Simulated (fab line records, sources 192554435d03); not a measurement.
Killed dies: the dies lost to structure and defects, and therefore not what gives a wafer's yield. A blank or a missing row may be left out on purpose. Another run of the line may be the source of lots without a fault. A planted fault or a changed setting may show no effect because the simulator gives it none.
Split-lot experiment || flow n5 finfet || on a route of 1938 steps: 7 lots, 39 wafers read

THE SPLIT
At N5_MOL_CONTACT_COAG_ALD_20 (deposits TiN, target thk 1.5 nm, pulse time 1 s, purge time 3 s), the setting ald cycles was moved away from the recipe's 68 on 18 of the 39 wafers read, by -54.4% to +44.1%. The other wafers ran this setting at the recipe's value.

The reading is taken at the split's own step.

THE READING
TiN_of_MOL_CONTACT_COAG_ALD_20.thk nm (the simulator's own value, which no gauge read), in nm, at N5_MOL_CONTACT_COAG_ALD_20 (deposits TiN, target thk 1.5 nm, pulse time 1 s, purge time 3 s). The file gives no usual value for it. Across the 21 wafers here that went through the recipe, the average is 1.5 nm and the standard deviation 0.1 nm.

{"wafer": "L074.1", "tool, chamber at the split": "ald metal-04, 3,2,2", "ald cycles as run": 98, "against the recipe": "+44.1%", "TiN_of_MOL_CONTACT_COAG_ALD_20.thk nm, nm": 2.2, "against lot-mates on the recipe": "+0.8"}
{"wafer": "L074.2", "tool, chamber at the split": "ald metal-04, 3,2,2", "ald cycles as run": 98, "against the recipe": "+44.1%", "TiN_of_MOL_CONTACT_COAG_ALD_20.thk nm, nm": 2.2, "against lot-mates on the recipe": "+0.8"}
{"wafer": "L074.4", "tool, chamber at the split": "ald metal-04, 3,2,2", "ald cycles as run": 98, "against the recipe": "+44.1%", "TiN_of_MOL_CONTACT_COAG_ALD_20.thk nm, nm": 2.2, "against lot-mates on the recipe": "+0.8"}
{"wafer": "L074.3", "tool, chamber at the split": "ald metal-04, 1,1,3", "ald cycles as run": 68, "against the recipe": "recipe", "TiN_of_MOL_CONTACT_COAG_ALD_20.thk nm, nm": 1.4, "against lot-mates on the recipe": "-"}
{"wafer": "L074.5", "tool, chamber at the split": "ald metal-04, 1,1,3", "ald cycles as run": 68, "against the recipe": "recipe", "TiN_of_MOL_CONTACT_COAG_ALD_20.thk nm, nm": 1.4, "against lot-mates on the recipe": "-"}
{"wafer": "L074.6", "tool, chamber at the split": "ald metal-04, 1,1,3", "ald cycles as run": 68, "against the recipe": "recipe", "TiN_of_MOL_CONTACT_COAG_ALD_20.thk nm, nm": 1.4, "against lot-mates on the recipe": "-"}
{"wafer": "L076.1", "tool, chamber at the split": "ald metal-04, 2,3", "ald cycles as run": 68, "against the recipe": "recipe", "TiN_of_MOL_CONTACT_COAG_ALD_20.thk nm, nm": 1.6, "against lot-mates on the recipe": "-"}
{"wafer": "L076.2", "tool, chamber at the split": "ald metal-04, 2,3", "ald cycles as run": 68, "against the recipe": "recipe", "TiN_of_MOL_CONTACT_COAG_ALD_20.thk nm, nm": 1.6, "against lot-mates on the recipe": "-"}
{"wafer": "L076.3", "tool, chamber at the split": "ald metal-04, 1", "ald cycles as run": 68, "against the recipe": "recipe", "TiN_of_MOL_CONTACT_COAG_ALD_20.thk nm, nm": 1.4, "against lot-mates on the recipe": "-"}
{"wafer": "L076.4", "tool, chamber at the split": "ald metal-04, 1,2,3", "ald cycles as run": 92, "against the recipe": "+35.3%", "TiN_of_MOL_CONTACT_COAG_ALD_20.thk nm, nm": 2, "against lot-mates on the recipe": "+0.5"}
{"wafer": "L076.5", "tool, chamber at the split": "ald metal-04, 1,2,3", "ald cycles as run": 92, "against the recipe": "+35.3%", "TiN_of_MOL_CONTACT_COAG_ALD_20.thk nm, nm": 2, "against lot-mates on the recipe": "+0.5"}
{"wafer": "L076.6", "tool, chamber at the split": "ald metal-04, 1,2,3", "ald cycles as run": 92, "against the recipe": "+35.3%", "TiN_of_MOL_CONTACT_COAG_ALD_20.thk nm, nm": 2, "against lot-mates on the recipe": "+0.5"}
{"wafer": "L077.1", "tool, chamber at the split": "ald metal-02, 1,3,3", "ald cycles as run": 68, "against the recipe": "recipe", "TiN_of_MOL_CONTACT_COAG_ALD_20.thk nm, nm": 1.6, "against lot-mates on the recipe": "-"}
{"wafer": "L077.4", "tool, chamber at the split": "ald metal-02, 1,3,3", "ald cycles as run": 68, "against the recipe": "recipe", "TiN_of_MOL_CONTACT_COAG_ALD_20.thk nm, nm": 1.6, "against lot-mates on the recipe": "-"}
{"wafer": "L077.5", "tool, chamber at the split": "ald metal-02, 1,3,3", "ald cycles as run": 68, "against the recipe": "recipe", "TiN_of_MOL_CONTACT_COAG_ALD_20.thk nm, nm": 1.6, "against lot-mates on the recipe": "-"}
{"wafer": "L077.2", "tool, chamber at the split": "ald metal-02, 2,0,0", "ald cycles as run": 31, "against the recipe": "-54.4%", "TiN_of_MOL_CONTACT_COAG_ALD_20.thk nm, nm": 0.6, "against lot-mates on the recipe": -1.0}
{"wafer": "L077.3", "tool, chamber at the split": "ald metal-02, 2,0,0", "ald cycles as run": 31, "against the recipe": "-54.4%", "TiN_of_MOL_CONTACT_COAG_ALD_20.thk nm, nm": 0.6, "against lot-mates on the recipe": -1.0}
{"wafer": "L077.6", "tool, chamber at the split": "ald metal-02, 2,0,0", "ald cycles as run": 31, "against the recipe": "-54.4%", "TiN_of_MOL_CONTACT_COAG_ALD_20.thk nm, nm": 0.6, "against lot-mates on the recipe": -1.0}
{"wafer": "L080.1", "tool, chamber at the split": "ald metal-04, 1,0", "ald cycles as run": 68, "against the recipe": "recipe", "TiN_of_MOL_CONTACT_COAG_ALD_20.thk nm, nm": 1.6, "against lot-mates on the recipe": "-"}
{"wafer": "L080.6", "tool, chamber at the split": "ald metal-04, 1,0", "ald cycles as run": 68, "against the recipe": "recipe", "TiN_of_MOL_CONTACT_COAG_ALD_20.thk nm, nm": 1.6, "against lot-mates on the recipe": "-"}
{"wafer": "L080.2", "tool, chamber at the split": "ald metal-04, 3,2,1", "ald cycles as run": 55, "against the recipe": "-19.1%", "TiN_of_MOL_CONTACT_COAG_ALD_20.thk nm, nm": 1.2, "against lot-mates on the recipe": -0.3}
{"wafer": "L080.4", "tool, chamber at the split": "ald metal-04, 3,2,1", "ald cycles as run": 55, "against the recipe": "-19.1%", "TiN_of_MOL_CONTACT_COAG_ALD_20.thk nm, nm": 1.2, "against lot-mates on the recipe": -0.3}
{"wafer": "L080.5", "tool, chamber at the split": "ald metal-04, 3,2,1", "ald cycles as run": 55, "against the recipe": "-19.1%", "TiN_of_MOL_CONTACT_COAG_ALD_20.thk nm, nm": 1.2, "against lot-mates on the recipe": -0.3}
{"wafer": "L080.3", "tool, chamber at the split": "ald metal-04, 0", "ald cycles as run": 68, "against the recipe": "recipe", "TiN_of_MOL_CONTACT_COAG_ALD_20.thk nm, nm": 1.4, "against lot-mates on the recipe": "-"}
{"wafer": "L087.1", "tool, chamber at the split": "ald metal-02, 2,0,1", "ald cycles as run": 68, "against the recipe": "recipe", "TiN_of_MOL_CONTACT_COAG_ALD_20.thk nm, nm": 1.4, "against lot-mates on the recipe": "-"}
{"wafer": "L087.5", "tool, chamber at the split": "ald metal-02, 2,0,1", "ald cycles as run": 68, "against the recipe": "recipe", "TiN_of_MOL_CONTACT_COAG_ALD_20.thk nm, nm": 1.4, "against lot-mates on the recipe": "-"}
{"wafer": "L087.6", "tool, chamber at the split": "ald metal-02, 2,0,1", "ald cycles as run": 68, "against the recipe": "recipe", "TiN_of_MOL_CONTACT_COAG_ALD_20.thk nm, nm": 1.4, "against lot-mates on the recipe": "-"}
{"wafer": "L087.2", "tool, chamber at the split": "ald metal-02, 3,0,1", "ald cycles as run": 39, "against the recipe": "-42.6%", "TiN_of_MOL_CONTACT_COAG_ALD_20.thk nm, nm": 0.8, "against lot-mates on the recipe": -0.6}
{"wafer": "L087.3", "tool, chamber at the split": "ald metal-02, 3,0,1", "ald cycles as run": 39, "against the recipe": "-42.6%", "TiN_of_MOL_CONTACT_COAG_ALD_20.thk nm, nm": 0.8, "against lot-mates on the recipe": -0.6}
{"wafer": "L087.4", "tool, chamber at the split": "ald metal-02, 3,0,1", "ald cycles as run": 39, "against the recipe": "-42.6%", "TiN_of_MOL_CONTACT_COAG_ALD_20.thk nm, nm": 0.8, "against lot-mates on the recipe": -0.6}
{"wafer": "L091.1", "tool, chamber at the split": "ald metal-02, 3", "ald cycles as run": 68, "against the recipe": "recipe", "TiN_of_MOL_CONTACT_COAG_ALD_20.thk nm, nm": 1.6, "against lot-mates on the recipe": "-"}
{"wafer": "L091.2", "tool, chamber at the split": "ald metal-02, 0,2", "ald cycles as run": 68, "against the recipe": "recipe", "TiN_of_MOL_CONTACT_COAG_ALD_20.thk nm, nm": 1.4, "against lot-mates on the recipe": "-"}
{"wafer": "L091.5", "tool, chamber at the split": "ald metal-02, 0,2", "ald cycles as run": 68, "against the recipe": "recipe", "TiN_of_MOL_CONTACT_COAG_ALD_20.thk nm, nm": 1.4, "against lot-mates on the recipe": "-"}
{"wafer": "L091.3", "tool, chamber at the split": "ald metal-02, 2,1,3", "ald cycles as run": 87, "against the recipe": "+27.9%", "TiN_of_MOL_CONTACT_COAG_ALD_20.thk nm, nm": 2, "against lot-mates on the recipe": "+0.5"}
{"wafer": "L091.4", "tool, chamber at the split": "ald metal-02, 2,1,3", "ald cycles as run": 87, "against the recipe": "+27.9%", "TiN_of_MOL_CONTACT_COAG_ALD_20.thk nm, nm": 2, "against lot-mates on the recipe": "+0.5"}
{"wafer": "L091.6", "tool, chamber at the split": "ald metal-02, 2,1,3", "ald cycles as run": 87, "against the recipe": "+27.9%", "TiN_of_MOL_CONTACT_COAG_ALD_20.thk nm, nm": 2, "against lot-mates on the recipe": "+0.5"}
{"wafer": "L094.4", "tool, chamber at the split": "ald metal-02, 3,3,2", "ald cycles as run": 68, "against the recipe": "recipe", "TiN_of_MOL_CONTACT_COAG_ALD_20.thk nm, nm": 1.6, "against lot-mates on the recipe": "-"}
{"wafer": "L094.5", "tool, chamber at the split": "ald metal-02, 3,3,2", "ald cycles as run": 68, "against the recipe": "recipe", "TiN_of_MOL_CONTACT_COAG_ALD_20.thk nm, nm": 1.6, "against lot-mates on the recipe": "-"}
{"wafer": "L094.6", "tool, chamber at the split": "ald metal-02, 3,3,2", "ald cycles as run": 68, "against the recipe": "recipe", "TiN_of_MOL_CONTACT_COAG_ALD_20.thk nm, nm": 1.6, "against lot-mates on the recipe": "-"}
If several chambers appear in one row, that row covers several wafers at once and the file leaves open which wafer was in which chamber.

THE FIT
A straight line over all 39 wafers: TiN_of_MOL_CONTACT_COAG_ALD_20.thk nm changes by +0.0161 nm for each +1% of ald cycles; r = +0.98; the points scatter about the line by 0.08 nm.
The same after taking each lot's own level away (the mean of its wafers on the recipe; 39 wafers): +0.0168 nm for each +1%; r = +0.99; scatter 0.076 nm.
According to that fit, moving ald cycles by its largest amount changes the reading by 0.91 nm.
From 1.40 to 1.60 nm: that is the span of the lots' own levels, equal to 2.0 times the standard deviation above.
The two slopes agree, so the slope changes little with the lot-to-lot level.
Check: -0.899 nm against its lot-mates is what the line predicts for one of the wafers moved furthest among these (-54.4%) when that wafer is left out of the fit. It came out at -1 nm against them.

ADDITIONAL SPLITS CARRIED BY THESE WAFERS
These wafers also went through other splits before the reading. Each is held against what the fit with the lots' levels taken away leaves over:
{"other split on the same wafers": "N5_FIN_SAQP_HM_DEP_03 target thk a", "wafers away from the commonest value": 9, "r with TiN_of_MOL_CONTACT_COAG_ALD_20.thk nm (lot level and that fit taken away)": -0.21}
{"other split on the same wafers": "N5_SD_EPI_P_ETCHBACK_46 target depth a", "wafers away from the commonest value": 15, "r with TiN_of_MOL_CONTACT_COAG_ALD_20.thk nm (lot level and that fit taken away)": -0.24}

FILE'S OWN FIT
TiN_of_MOL_CONTACT_COAG_ALD_20.thk nm changes by +0.0168 nm for each +1% of ald cycles, r = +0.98.
